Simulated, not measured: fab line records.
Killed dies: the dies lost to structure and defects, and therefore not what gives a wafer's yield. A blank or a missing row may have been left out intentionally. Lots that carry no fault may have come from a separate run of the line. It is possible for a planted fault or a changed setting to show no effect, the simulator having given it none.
Chamber matching | flow nand_harc | NHARC_A_STAIRCASE_TRIM_187 on rie_diel-03: 4 sister chambers
The step chemistry O2, time 211.2 s. 4 wafers are shown with their chamber, then 7 later ones without.

## WAFERS PAIRED WITH THEIR CHAMBERS
wafer  | chamber | showerhead_plenum_p_Torr (Torr)
L074.4 | 1       | 3.64
L078.3 | 2       | 3.31
L079.4 | 0       | 3.58
L079.5 | 3       | 3.53

## WAFERS WITHOUT THEIR CHAMBER
wafer  | showerhead_plenum_p_Torr (Torr)
L079.6 | 3.31
L080.2 | 3.30
L080.4 | 3.53
L080.5 | 3.57
L082.1 | 3.52
L082.3 | 3.63
L082.4 | 3.30

## EACH ONE'S CHAMBER
wafer  | from the rows above | in truth
L079.6 | 2                   | 2
L080.2 | 2                   | 2
L080.4 | 3                   | 3
L080.5 | 0                   | 0
L082.1 | 3                   | 3
L082.3 | 1                   | 1
L082.4 | 2                   | 2
Correct placement for 7 of the 7. Can't be placed from these rows: 0. Number placed wrongly: 0.
How it was worked out, from the rows above alone: a wafer's distance from a chamber is the root of the sum, over the readings, of the square of ((its reading less the chamber's mean) divided by the reading's scatter). The wafer belongs to the nearest chamber; if the next one is less than 2 further off, it can't be placed. A chamber's mean is the mean of its shown wafers. The scatter: with one shown wafer a chamber, the root of the mean of the squares of how far each hidden wafer lies from its nearest shown one.
